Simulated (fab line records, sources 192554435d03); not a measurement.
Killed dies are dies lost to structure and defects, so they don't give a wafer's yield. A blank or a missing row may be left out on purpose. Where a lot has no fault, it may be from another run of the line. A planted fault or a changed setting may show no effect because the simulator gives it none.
fab line records ; flow n5Finfet
record: lots: 7; wafers: 21
route steps=1938 shown FIN_SAQP@99 SD_EPI_N@268 SD_EPI_P@297 SD_ACTIVATION@330
startH: hours from the record's first day to the start of the lot's first wafer shown ; waitH: how many hours have passed since the lot's step before this one ; " repeats the value in the row above ; L1.1+2: several wafers, shown together as one row ; - either no value or no given start ; * or withheld: withheld ; < > ~ a bound
route shown NAME@n: a module of which the file shows steps, and the number in the route of the first ; usual: average and standard deviation across the fault-free wafers ; same: alike in all rows ; chamber/n: place in a boat ; sites: each site's reading ; _std_site: standard deviation across them ; _edge_site: outer sites' mean less inner sites' ; radiusMm: for every site, how far away it sits from the centre of the wafer ; mask NAME#n: copy n ; behind: the most recent tool/chamber to have shaped the wafer ; hold: what put the lot on hold/how long, in hours/how the hold closed ; device: whichever transistor did not switch (one of n, p or np) ; end of line: tests of these same wafers at the route's end ; a step given without rows: its recipe and nothing more ; killed: count of dies lost to structure and defects at first sort (not the wafer's yield) ; map: shows each die of a wafer: x if killed, . if not, _ if none is there
set.NAME: the setting the step ran with; set.NAME@STEP: the setting that earlier step ran with ; model.NAME: the simulator's own value behind a step, which no gauge read
lots run with intentionally changed settings; tables by step, rows by wafer
== steps ==
step: N5_FIN_SAQP_PECVD_48
recipe: material: SiNx; targetThkA: 250; tempC: 400; precursor: SiH4/NH3/N2; pressureTorr: 1.5; rfW: 300; timeS: 22.1
lot.wafer;tool;chamber;startH;waitH;set.timeS;model.SiNx_of_FIN_SAQP_PECVD_48.thkNm
L074.1;pecvd-03;0;20.70;0.0;23.4;26.65
L074.2;pecvd-03;2;20.70;0.0;22.1;24.98
L074.5;pecvd-03;2;20.70;0.0;22.1;25.68
L079.1;pecvd-01;0;52.03;0.0;22.1;24.54
L079.3;pecvd-01;1;52.03;0.0;22.1;24.29
L079.4;pecvd-01;0;52.03;0.0;25.25;28.59
L087.1;pecvd-01;2;100.38;0.0;22.1;24.95
L087.4;pecvd-01;2;100.38;0.0;22.1;25.5
L087.6;pecvd-01;0;100.38;0.0;22.1;25.29
L088.3;pecvd-03;0;106.60;0.0;22.1;24.51
L088.4;pecvd-03;1;106.60;0.0;25.35;28.41
L088.5;pecvd-03;2;106.60;0.0;25.35;28.98
L089.3;pecvd-03;0;111.56;0.0;20.15;22.29
L089.5;pecvd-03;2;111.56;0.0;20.15;22.77
L089.6;pecvd-03;1;111.56;0.0;20.15;22.48
L094.1+2;pecvd-03;1,0;141.05;0.0;22.1;24.38
L094.4;pecvd-03;2;141.05;0.0;22.1;25.11
L097.1;pecvd-03;2;158.98;0.0;23.52;26.49
L097.2;pecvd-03;0;158.98;0.0;22.1;24.97
L097.6;pecvd-03;2;158.98;0.0;22.1;25.33
step: N5_FIN_SAQP_HM_DEP_72
recipe: material: SiO2; targetThkA: 120; tempC: 400; precursor: SiH4/N2O; pressureTorr: 0.75; rfW: 275; timeS: 7.2
lot.wafer;tool;chamber;startH;waitH;set.timeS;model.SiO2_of_FIN_SAQP_HM_DEP_72.thkNm
L074.1;pecvd-01;2;20.87;0.0;8;13.21
L074.2;pecvd-01;0;20.87;0.0;7.2;11.86
L074.5;pecvd-01;0;20.87;0.0;8;13.43
L079.1;pecvd-03;2;52.20;0.0;7.2;11.82
L079.3;pecvd-03;0;52.20;0.0;7.2;11.61
L079.4;pecvd-03;0;52.20;0.0;7.2;12
L087.1;pecvd-02;2;100.55;0.0;7.2;12.12
L087.4;pecvd-02;1;100.55;0.0;7.2;12.41
L087.6;pecvd-02;2;100.55;0.0;7.2;12.14
L088.3;pecvd-02;2;106.80;0.0;7.531;12.41
L088.4;pecvd-02;2;106.80;0.0;7.2;12
L088.5;pecvd-02;0;106.80;0.0;7.2;12.23
L089.3;pecvd-02;2;111.72;0.0;7.2;11.76
L089.5;pecvd-02;2;111.72;0.0;7.2;11.77
L089.6;pecvd-02;0;111.72;0.0;7.2;12.18
L094.1;pecvd-02;1;141.22;0.0;6.399;10.45
L094.2;pecvd-02;0;141.22;0.0;7.2;11.8
L094.4;pecvd-02;1;141.22;0.0;6.399;10.73
L097.1;pecvd-02;2;159.20;0.0;7.2;11.91
L097.2;pecvd-02;1;159.20;0.0;6.423;10.48
L097.6;pecvd-02;2;159.20;0.0;6.423;10.75
step: N5_FIN_SAQP_COAT_49
recipe: resist: SOC; tempC: 250; timeS: 60; spinRpm: 1500; resistThkNm: 100
step: N5_FIN_SAQP_COAT_50
recipe: resist: SiARC; tempC: 220; timeS: 60; spinRpm: 1500; resistThkNm: 35
step: N5_FIN_SAQP_ETCH_52
recipe: chemistry: N2/H2; target: SOC; targetDepthA: 1000; overetchA: 200; maskMaterial: SiARC; tempC: 40; timeS: 150; ionEnergyEv: 200; pressureMtorr: 30; sourceW: 840; biasW: 150; n2FlowSccm: 200; h2FlowSccm: 200; ends: endPoint
step: N5_FIN_SAQP_STRIP_53
recipe: chemistry: N2/H2; tempC: 40; n2FlowSccm: 200; h2FlowSccm: 200; rfFrequencyHz: 6e+07
step: N5_FIN_SAQP_HM_OPEN_73
recipe: chemistry: CHF3/O2; target: SiO2; stopOn: a-Si; targetDepthA: 120; overEtchFrac: 1.8; maskMaterial: SOC; timeS: 16.8; pressureMtorr: 30; sourceW: 650; biasW: 170; Ar_flow_sccm: 200; CHF3_flow_sccm: 50; O2_flow_sccm: 5; ionEnergyEv: 200; ends: endPoint
lot.wafer;tool;chamber;startH;waitH;set.timeS@FIN_SAQP_HM_DEP_72;model.etch.depthNm
L074.1;rieDiel-05;1;21.61;0.0;8;13.21
L074.2;rieDiel-05;2;21.61;0.0;7.2;11.86
L074.5;rieDiel-05;1;21.61;0.0;8;13.43
L079.1;rieDiel-05;0;52.94;0.0;7.2;11.82
L079.3;rieDiel-05;1;52.94;0.0;7.2;11.61
L079.4;rieDiel-05;3;52.94;0.0;7.2;12
L087.1;rieDiel-06;2;101.16;0.0;7.2;12.12
L087.4;rieDiel-06;0;101.16;0.0;7.2;12.41
L087.6;rieDiel-06;3;101.16;0.0;7.2;12.14
L088.3;rieDiel-05;1;107.54;0.0;7.531;12.41
L088.4;rieDiel-05;0;107.54;0.0;7.2;12
L088.5;rieDiel-05;3;107.54;0.0;7.2;12.23
L089.3;rieDiel-05;0;112.34;0.0;7.2;11.76
L089.5;rieDiel-05;3;112.34;0.0;7.2;11.77
L089.6;rieDiel-05;2;112.34;0.0;7.2;12.18
L094.1;rieDiel-05;2;142.42;0.0;6.399;10.45
L094.2;rieDiel-05;0;142.42;0.0;7.2;11.8
L094.4;rieDiel-05;0;142.42;0.0;6.399;10.73
L097.1;rieDiel-05;3;159.94;0.0;7.2;11.91
L097.2;rieDiel-05;1;159.94;0.0;6.423;10.48
L097.6;rieDiel-05;2;159.94;0.0;6.423;10.75
step: N5_FIN_SAQP_STRIP_74
recipe: chemistry: CHF3/O2; resist: SiARC; rfFrequencyHz: 6e+07
step: N5_FIN_SAQP_MANDREL_ETCH_22
recipe: targetDepthA: 600; chemistry: HBr/Cl2; target: a-Si; stopOn: SiNx; btTimeS: 10; overEtchFrac: 0.5; timeS: 30; pressureMtorr: 10; icpW: 800; biasW: 75; HBr_flow_sccm: 150; Cl2_flow_sccm: 80; ends: endPoint
step: N5_FIN_SAQP_MANDREL1_REMOVE_56
recipe: chemistry: HBr/Cl2/O2; btTimeS: 10; target: a-Si; stopOn: SiNx; endpoint: OES-SiCl; overEtchFrac: 1; icpW: 600; biasW: 22; HBr_flow_sccm: 150; Cl2_flow_sccm: 80; O2_flow_sccm: 5; pressureMtorr: 10
step: N5_FIN_SAQP_ETCH_57
recipe: chemistry: CH3F/O2; target: SiNx; maskMaterial: SiO2; targetDepthA: 325; timeS: 46.4; pressureMtorr: 30; sourceW: 395; biasW: 73; Ar_flow_sccm: 150; CH3F_flow_sccm: 30; O2_flow_sccm: 20; ionEnergyEv: 120; ends: cleared
usual: etchRfOnTimeS: 46.4/1
lot.wafer;tool;chamber;startH;waitH;set.timeS@FIN_SAQP_PECVD_48;etchRfOnTimeS;model.etch.depthNm
L074.1;rieDiel-05;2;23.89;0.2;23.4;50.4;26.65
L074.2;rieDiel-05;1;23.89;0.2;22.1;46.2;24.87
L074.5;rieDiel-05;3;23.89;0.2;22.1;48.8;25.68
L079.1;rieDiel-06;3;54.81;0.0;22.1;47.0;24.45
L079.3;rieDiel-06;1;54.81;0.0;22.1;45.1;24.16
L079.4;rieDiel-06;0;54.81;0.0;25.25;51.8;28.49
L087.1;rieDiel-06;0;103.12;0.0;22.1;45.5;24.95
L087.4;rieDiel-06;3;103.12;0.0;22.1;48.2;25.42
L087.6;rieDiel-06;3;103.12;0.0;22.1;48.4;25.21
L088.3;rieDiel-06;1;109.39;0.0;22.1;45.5;24.38
L088.4;rieDiel-06;3;109.39;0.0;25.35;54.3;28.32
L088.5;rieDiel-06;1;109.39;0.0;25.35;53.8;28.98
L089.3;rieDiel-02;0;114.31;0.1;20.15;40.6;22.29
L089.5;rieDiel-02;3;114.31;0.1;20.15;41.9;22.77
L089.6;rieDiel-02;0;114.31;0.1;20.15;40.5;22.45
L094.1;rieDiel-05;0;144.45;0.0;22.1;46.3;24.38
L094.2;rieDiel-05;1;144.45;0.0;22.1;45.4;24.38
L094.4;rieDiel-05;2;144.45;0.0;22.1;48.0;25.11
L097.1;rieDiel-06;1;161.80;0.0;23.52;49.3;26.46
L097.2;rieDiel-06;3;161.80;0.0;22.1;47.5;24.89
L097.6;rieDiel-06;3;161.80;0.0;22.1;48.0;25.3
step: N5_SD_EPI_N_PEB_07
recipe: pebTempC: 110; pebTimeS: 60; resist: CAR-ArF-block
lot.wafer;tool;chamber;startH;waitH;set.pebTimeS
L074.1+2+5;lithoTrack-05;0;49.66;0.1;60
L079.1+3+4;lithoTrack-03;0;78.23;0.1;60
L087.1+4+6;lithoTrack-03;0;133.88;0.1;60
L088.3;lithoTrack-02;0;137.38;0.0;60
L088.4+5;lithoTrack-02;0;137.38;0.0;49.74
L089.3;lithoTrack-03;0;141.41;0.0;54.61
L089.5+6;lithoTrack-03;0;141.41;0.0;60
L094.1+4;lithoTrack-03;0;167.92;0.1;71.94
L094.2;lithoTrack-03;0;167.92;0.1;60
L097.1+2+6;lithoTrack-03;0;193.12;0.1;60
step: N5_SD_EPI_N_DEVELOP_08
recipe: developTimeS: 30; developer: TMAH; resist: CAR-ArF-block; devTempC: 23; rinseLiquid: diw; dry: airSpin
lot.wafer;tool;chamber;startH;waitH;set.developTimeS
L074.1+2+5;lithoTrack-05;0;-;-;30
L079.1+3;lithoTrack-03;0;-;-;23.66
L079.4;lithoTrack-03;0;-;-;30
L087.1+4+6;lithoTrack-03;0;-;-;30
L088.3;lithoTrack-02;0;-;-;25.73
L088.4+5;lithoTrack-02;0;-;-;30
L089.3+6;lithoTrack-03;0;-;-;33.58
L089.5;lithoTrack-03;0;-;-;30
L094.1;lithoTrack-03;0;-;-;30
L094.2+4;lithoTrack-03;0;-;-;26.55
L097.1+6;lithoTrack-03;0;-;-;30
L097.2;lithoTrack-03;0;-;-;28.21
step: N5_SD_EPI_N_CD_MEAS_09
recipe: targetCdNm: 120; landingEnergyEv: 500; detector: seInlens
usual: cdNm: 119.3/0.67
lot.wafer;tool;chamber;startH;waitH;set.pebTimeS@SD_EPI_N_PEB_07;cdNm
L074.1;cdSem-01;0;49.73;-;60;120.5
L074.2;cdSem-01;0;49.73;-;60;120.4
L074.5;cdSem-01;0;49.73;-;60;119.8
L079.1;cdSem-02;0;78.30;-;60;118.1
L079.3;cdSem-02;0;78.30;-;60;117.9
L079.4;cdSem-02;0;78.30;-;60;119.0
L087.1;cdSem-02;0;133.95;-;60;118.0
L087.4;cdSem-02;0;133.95;-;60;117.6
L087.6;cdSem-02;0;133.95;-;60;118.7
L088.3;cdSem-01;0;137.44;-;60;117.4
L088.4;cdSem-01;0;137.44;-;49.74;112.8
L088.5;cdSem-01;0;137.44;-;49.74;111.5
L089.3;cdSem-02;0;141.48;-;54.61;116.6
L089.5;cdSem-02;0;141.48;-;60;119.0
L089.6;cdSem-02;0;141.48;-;60;119.9
L094.1;cdSem-03;0;167.99;-;71.94;125.4
L094.2;cdSem-03;0;167.99;-;60;118.5
L094.4;cdSem-03;0;167.99;-;71.94;124.5
L097.1;cdSem-03;0;193.19;-;60;117.5
L097.2;cdSem-03;0;193.19;-;60;118.0
L097.6;cdSem-03;0;193.19;-;60;119.1
step: N5_SD_EPI_N_DESCUM_14
recipe: chemistry: O2; timeS: 7.9; sourcePowerW: 50; biasPowerW: 20; pressureMtorr: 20; rfFrequencyHz: 2.712e+07; tempC: 40; resist: CAR-ArF-block; o2FlowSccm: 225
lot.wafer;tool;chamber;startH;waitH;set.pebTimeS@SD_EPI_N_PEB_07;model.SD_EPI_N.cdNm
L074.1;rieDiel-02;1;49.82;0.0;60;120.4
L074.2;rieDiel-02;3;49.82;0.0;60;120.8
L074.5;rieDiel-02;0;49.82;0.0;60;119.8
L079.1;rieDiel-02;2;78.39;0.0;60;118.2
L079.3;rieDiel-02;1;78.39;0.0;60;118
L079.4;rieDiel-02;3;78.39;0.0;60;119.2
L087.1+4;rieDiel-06;1,2;134.03;0.0;60;117.6
L087.6;rieDiel-06;3;134.03;0.0;60;118.6
L088.3;rieDiel-06;1;137.53;0.0;60;117.4
L088.4;rieDiel-06;0;137.53;0.0;49.74;112.8
L088.5;rieDiel-06;0;137.53;0.0;49.74;111.6
L089.3;rieDiel-06;2;142.09;0.6;54.61;116.2
L089.5;rieDiel-06;3;142.09;0.6;60;119.4
L089.6;rieDiel-06;2;142.09;0.6;60;119.8
L094.1;rieDiel-05;3;168.08;0.0;71.94;125.6
L094.2;rieDiel-05;2;168.08;0.0;60;118.6
L094.4;rieDiel-05;0;168.08;0.0;71.94;124.6
L097.1;rieDiel-02;3;193.27;0.0;60;117.6
L097.2;rieDiel-02;1;193.27;0.0;60;118.2
L097.6;rieDiel-02;3;193.27;0.0;60;118.8
step: N5_SD_EPI_N_ETCH_34
recipe: chemistry: CF4; target: SiARC; targetDepthA: 455; maskMaterial: CAR-ArF-block; timeS: 75.8; ionEnergyEv: 80; pressureMtorr: 40; sourceW: 545; biasW: 36; Ar_flow_sccm: 100; cf4FlowSccm: 100; ends: cleared
step: N5_SD_EPI_N_ETCH_35
recipe: chemistry: N2/H2; target: SOC; overetchA: 1080; maskMaterial: SiARC; tempC: 40; ionEnergyEv: 100; sourceW: 3000; biasW: 133; pressureMtorr: 20; timeS: 486; n2FlowSccm: 200; h2FlowSccm: 200
lot.wafer;tool;chamber;startH;waitH;set.pebTimeS@SD_EPI_N_PEB_07;model.SD_EPI_N.cdNm
L074.1;rieDiel-02;1;49.91;0.0;60;119.8
L074.2;rieDiel-02;3;49.91;0.0;60;120.6
L074.5;rieDiel-02;0;49.91;0.0;60;122
L079.1+3;rieDiel-02;2,1;78.48;0.0;60;117.6
L079.4;rieDiel-02;3;78.48;0.0;60;118
L087.1;rieDiel-06;1;134.13;0.0;60;117.4
L087.4;rieDiel-06;2;134.13;0.0;60;118.2
L087.6;rieDiel-06;3;134.13;0.0;60;118.6
L088.3;rieDiel-06;1;137.62;0.0;60;117.8
L088.4;rieDiel-06;0;137.62;0.0;49.74;113.8
L088.5;rieDiel-06;0;137.62;0.0;49.74;113.2
L089.3;rieDiel-06;2;142.18;0.0;54.61;116
L089.5;rieDiel-06;3;142.18;0.0;60;118.8
L089.6;rieDiel-06;2;142.18;0.0;60;120
L094.1;rieDiel-05;3;168.17;0.0;71.94;124.2
L094.2;rieDiel-05;2;168.17;0.0;60;118.2
L094.4;rieDiel-05;0;168.17;0.0;71.94;123.2
L097.1+2;rieDiel-02;3,1;193.37;0.0;60;117
L097.6;rieDiel-02;3;193.37;0.0;60;118
step: N5_SD_EPI_N_EPI_21
recipe: material: Si:P; dopant: P; tempC: 680; pressureTorr: 255; timeS: 690
lot.wafer;tool;chamber;startH;waitH;set.tempC;model.Si-P_of_SD_EPI_N_EPI_21.thkNm
L074.1;epiRpcvd-04;0;51.51;0.1;680;59.6
L074.2;epiRpcvd-04;0;51.51;0.1;680;59
L074.5;epiRpcvd-04;0;51.51;0.1;682.7;62.2
L079.1;epiRpcvd-04;0;80.19;0.1;680;58
L079.3;epiRpcvd-04;0;80.19;0.1;680;58.8
L079.4;epiRpcvd-04;0;80.19;0.1;675.6;54.2
L087.1;epiRpcvd-01;0;135.89;0.2;680;58.6
L087.4;epiRpcvd-01;0;137.01;1.2;680;59
L087.6;epiRpcvd-01;0;137.01;1.2;680;57.8
L088.3;epiRpcvd-01;0;140.13;0.9;680;58.4
L088.4;epiRpcvd-01;0;140.13;0.9;680;59.4
L088.5;epiRpcvd-01;0;140.13;0.9;680;58.6
L089.3;epiRpcvd-01;0;144.74;0.9;677.1;55.4
L089.5;epiRpcvd-01;0;144.74;0.9;677.1;55.6
L089.6;epiRpcvd-01;0;144.74;0.9;680;59.2
L094.1;epiRpcvd-01;0;169.93;0.2;680;58.2
L094.2;epiRpcvd-01;0;169.93;0.2;680;59.4
L094.4;epiRpcvd-01;0;169.93;0.2;680;58
L097.1;epiRpcvd-01;0;195.13;0.2;682.8;60.2
L097.2;epiRpcvd-01;0;195.13;0.2;680;59
L097.6;epiRpcvd-01;0;196.99;1.9;682.8;61.4
step: N5_SD_EPI_N_EPI_MEAS_23
recipe: mode: xrd
usual: thkNm: 59.0/1.1
lot.wafer;tool;chamber;startH;waitH;set.tempC@SD_EPI_N_EPI_21;thkNm
L074.1;filmMetro-01;-;53.23;1.4;680;60.2
L074.2;filmMetro-01;-;53.23;1.4;680;60.5
L074.5;filmMetro-01;-;53.23;1.4;682.7;62.2
L079.1;filmMetro-02;-;81.90;1.4;680;59.1
L079.3;filmMetro-02;-;81.90;1.4;680;58.5
L079.4;filmMetro-02;-;81.90;1.4;675.6;53.9
L087.1;filmMetro-02;-;138.17;1.9;680;59.1
L087.4;filmMetro-02;-;138.17;1.9;680;59.2
L087.6;filmMetro-02;-;138.17;1.9;680;58.6
L088.3;filmMetro-02;-;141.66;1.2;680;57.0
L088.4;filmMetro-02;-;141.66;1.2;680;58.3
L088.5;filmMetro-02;-;141.66;1.2;680;59.8
L089.3;filmMetro-01;-;146.29;1.2;677.1;54.9
L089.5;filmMetro-01;-;146.29;1.2;677.1;55.5
L089.6;filmMetro-01;-;146.29;1.2;680;60.0
L094.1;filmMetro-01;-;172.21;1.9;680;57.3
L094.2;filmMetro-01;-;172.21;1.9;680;59.3
L094.4;filmMetro-01;-;172.21;1.9;680;56.9
L097.1;filmMetro-01;-;197.40;1.9;682.8;62.0
L097.2;filmMetro-01;-;197.40;1.9;680;59.8
L097.6;filmMetro-01;-;197.40;1.9;682.8;61.5
step: N5_SD_EPI_N_PRECLEAN_24
recipe: chemistry: O3/DIW; timeS: 60; tempC: 22; o3Ppm: 10
lot.wafer;tool;chamber;startH;waitH;set.tempC@SD_EPI_N_EPI_21;model.Si-P_of_SD_EPI_N_EPI_21.thkNm
L074.1;wetBench-06;7;53.27;0.0;680;59.2
L074.2;wetBench-06;0;53.27;0.0;680;58.6
L074.5;wetBench-06;5;53.27;0.0;682.7;61.6
L079.1;wetBench-05;1;81.94;0.0;680;57.6
L079.3;wetBench-05;2;81.94;0.0;680;58.4
L079.4;wetBench-05;6;81.94;0.0;675.6;53.8
L087.1;wetBench-01;1;138.21;0.0;680;58.2
L087.4;wetBench-01;7;138.21;0.0;680;58.6
L087.6;wetBench-01;6;138.21;0.0;680;57.4
L088.3;wetBench-05;3;141.69;0.0;680;58
L088.4;wetBench-05;1;141.69;0.0;680;59
L088.5;wetBench-05;4;141.69;0.0;680;58.2
L089.3;wetBench-05;3;146.32;0.0;677.1;55
L089.5;wetBench-05;6;146.32;0.0;677.1;55.2
L089.6;wetBench-05;7;146.32;0.0;680;58.8
L094.1;wetBench-06;4;172.24;0.0;680;57.8
L094.2;wetBench-06;7;172.24;0.0;680;59
L094.4;wetBench-06;0;172.24;0.0;680;57.6
L097.1;wetBench-05;1;197.44;0.0;682.8;59.8
L097.2;wetBench-05;2;197.44;0.0;680;58.6
L097.6;wetBench-05;3;197.44;0.0;682.8;61
step: N5_SD_EPI_P_COAT_03
recipe: resist: CAR-ArF-block; spinRpm: 1500; resistThkNm: 150
lot.wafer;tool;chamber;startH;waitH;set.spinRpm;model.CAR-ArF-block_of_SD_EPI_P_COAT_03.thkNm
L074.1;lithoTrack-01;0;-;-;1348;158.4
L074.2;lithoTrack-01;0;-;-;1500;149.8
L074.5;lithoTrack-01;0;-;-;1348;158
L079.1;lithoTrack-03;0;-;-;1500;150.4
L079.3;lithoTrack-03;0;-;-;1565;147
L079.4;lithoTrack-03;0;-;-;1565;147.2
L087.1;lithoTrack-01;0;-;-;1500;150.2
L087.4+6;lithoTrack-01;0;-;-;1500;150.4
L088.3;lithoTrack-03;0;-;-;1500;149.4
L088.4;lithoTrack-03;0;-;-;1500;149.6
L088.5;lithoTrack-03;0;-;-;1668;142
L089.3;lithoTrack-04;0;-;-;1391;156.2
L089.5;lithoTrack-04;0;-;-;1391;156.4
L089.6;lithoTrack-04;0;-;-;1500;150.4
L094.1;lithoTrack-01;0;-;-;1500;149.2
L094.2+4;lithoTrack-01;0;-;-;1500;149.6
L097.1;lithoTrack-01;0;-;-;1500;149.8
L097.2+6;lithoTrack-01;0;-;-;1500;149.6
step: N5_SD_EPI_P_EBR_05
recipe: solvent: PGMEA; ebrWidthMm: 1.5
step: N5_SD_EPI_P_SOFTBAKE_04
recipe: tempC: 110; timeS: 60; resist: CAR-ArF-block
step: N5_SD_EPI_P_EXPOSE_06
recipe: maskId: SD_P_BLK; na: 1.35; sourceShape: conventional; sigmaOuter: 0.8; polarization: unpolarized; targetCdNm: 240; doseMj: 39.5
step: N5_SD_EPI_P_PEB_07
recipe: pebTempC: 110; pebTimeS: 60; resist: CAR-ArF-block
step: N5_SD_EPI_P_DEVELOP_08
recipe: developTimeS: 30; developer: TMAH; resist: CAR-ArF-block; devTempC: 23; rinseLiquid: diw; dry: airSpin
lot.wafer;tool;chamber;startH;waitH;set.spinRpm@SD_EPI_P_COAT_03;model.CAR-ArF-block_of_SD_EPI_P_COAT_03.thkNm
L074.1;lithoTrack-01;0;-;-;1348;156.6
L074.2;lithoTrack-01;0;-;-;1500;148.2
L074.5;lithoTrack-01;0;-;-;1348;156.4
L079.1;lithoTrack-04;0;-;-;1500;148.8
L079.3;lithoTrack-04;0;-;-;1565;145.2
L079.4;lithoTrack-04;0;-;-;1565;145.6
L087.1+4;lithoTrack-04;0;-;-;1500;148.6
L087.6;lithoTrack-04;0;-;-;1500;148.8
L088.3;lithoTrack-04;0;-;-;1500;147.8
L088.4;lithoTrack-04;0;-;-;1500;148
L088.5;lithoTrack-04;0;-;-;1668;140.4
L089.3;lithoTrack-04;0;-;-;1391;154.4
L089.5;lithoTrack-04;0;-;-;1391;154.6
L089.6;lithoTrack-04;0;-;-;1500;148.6
L094.1;lithoTrack-04;0;-;-;1500;147.4
L094.2;lithoTrack-04;0;-;-;1500;148
L094.4;lithoTrack-04;0;-;-;1500;147.8
L097.1;lithoTrack-01;0;-;-;1500;148.2
L097.2;lithoTrack-01;0;-;-;1500;147.8
L097.6;lithoTrack-01;0;-;-;1500;148
step: N5_SD_ACTIVATION_RTA_00
recipe: tempC: 975; timeS: 0; ambient: N2; idleTempC: 600; rampUpCPerS: 150; rampDownCPerS: 60; coolToC: 600
step: N5_SD_ACTIVATION_LSA_01
recipe: tempC: 1080; timeS: 0.0008; ambient: N2
step: N5_SD_ACTIVATION_RS_MEAS_03
recipe: thkMeasGauge: four-point-probe
usual: RS_SD_N: 21.94/0.28; RS_SD_P: 56.3/1.1
lot.wafer;tool;chamber;startH;waitH;set.tempC@SD_EPI_N_EPI_21;RS_SD_N[ohm/sq];RS_SD_P[ohm/sq]
L074.1;filmMetro-02;-;58.46;0.2;680;21.79;56.4
L074.2;filmMetro-02;-;58.46;0.2;680;21.86;56.0
L074.5;filmMetro-02;-;58.46;0.2;682.7;20.78;55.2
L079.1;filmMetro-02;-;86.98;0.2;680;22.36;54.5
L079.3;filmMetro-02;-;86.98;0.2;680;22.12;54.3
L079.4;filmMetro-02;-;86.98;0.2;675.6;23.68;54.6
L087.1;filmMetro-02;-;156.10;0.2;680;22.07;57.8
L087.4;filmMetro-02;-;156.10;0.2;680;22.05;58.4
L087.6;filmMetro-02;-;156.10;0.2;680;22.28;57.1
L088.3;filmMetro-01;-;156.30;0.2;680;21.77;57.1
L088.4;filmMetro-01;-;156.30;0.2;680;21.64;56.9
L088.5;filmMetro-01;-;156.30;0.2;680;22.02;56.9
L089.3;filmMetro-02;-;156.48;0.2;677.1;23.27;57.7
L089.5;filmMetro-02;-;156.48;0.2;677.1;23.17;58.0
L089.6;filmMetro-02;-;156.48;0.2;680;21.88;58.6
L094.1;filmMetro-01;-;178.42;0.2;680;22.23;57.5
L094.2;filmMetro-01;-;178.42;0.2;680;21.91;57.1
L094.4;filmMetro-01;-;178.42;0.2;680;22.03;56.9
L097.1;filmMetro-01;-;202.96;0.2;682.8;21.26;56.6
L097.2;filmMetro-01;-;202.96;0.2;680;21.91;56.0
L097.6;filmMetro-01;-;202.96;0.2;682.8;21.09;56.7
== key ==
split: step: N5_FIN_SAQP_PECVD_48; setting: timeS; stated: 22.1; by: wafer
response: step: N5_FIN_SAQP_PECVD_48; reading: model.SiNx_of_FIN_SAQP_PECVD_48.thkNm; change: +0.277; per: 1%; r: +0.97
response: step: N5_FIN_SAQP_ETCH_57; reading: etchRfOnTimeS; change: *; per: 1%; r: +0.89
response: step: N5_FIN_SAQP_ETCH_57; reading: model.etch.depthNm; change: +0.281; per: 1%; r: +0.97
split: step: N5_FIN_SAQP_HM_DEP_72; setting: timeS; stated: 7.2; by: wafer
response: step: N5_FIN_SAQP_HM_DEP_72; reading: model.SiO2_of_FIN_SAQP_HM_DEP_72.thkNm; change: +0.117; per: 1%; r: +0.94
response: step: N5_FIN_SAQP_HM_OPEN_73; reading: model.etch.depthNm; change: +0.117; per: 1%; r: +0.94
split: step: N5_SD_EPI_N_PEB_07; setting: pebTimeS; stated: 60; by: wafer
response: step: N5_SD_EPI_N_CD_MEAS_09; reading: cdNm; change: +0.318; per: 1%; r: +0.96
response: step: N5_SD_EPI_N_DESCUM_14; reading: model.SD_EPI_N.cdNm; change: +0.324; per: 1%; r: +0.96
response: step: N5_SD_EPI_N_ETCH_35; reading: model.SD_EPI_N.cdNm; change: +0.278; per: 1%; r: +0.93
split: step: N5_SD_EPI_N_DEVELOP_08; setting: developTimeS; stated: 30; by: wafer
response none clear
split: step: N5_SD_EPI_N_EPI_21; setting: tempC; stated: 680; by: wafer
response: step: N5_SD_EPI_N_EPI_21; reading: model.Si-P_of_SD_EPI_N_EPI_21.thkNm; change: +6.67; per: 1%; r: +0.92
response: step: N5_SD_EPI_N_EPI_MEAS_23; reading: thkNm; change: *; per: 1%; r: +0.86
response: step: N5_SD_EPI_N_PRECLEAN_24; reading: model.Si-P_of_SD_EPI_N_EPI_21.thkNm; change: +6.58; per: 1%; r: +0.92
response: step: N5_SD_ACTIVATION_RS_MEAS_03; reading: RS_SD_N; change: -2.4; per: 1%; r: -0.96
split: step: N5_SD_EPI_P_COAT_03; setting: spinRpm; stated: 1500; by: wafer
response: step: N5_SD_EPI_P_COAT_03; reading: model.CAR-ArF-block_of_SD_EPI_P_COAT_03.thkNm; change: -0.755; per: 1%; r: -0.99
response: step: N5_SD_EPI_P_DEVELOP_08; reading: model.CAR-ArF-block_of_SD_EPI_P_COAT_03.thkNm; change: -0.753; per: 1%; r: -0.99
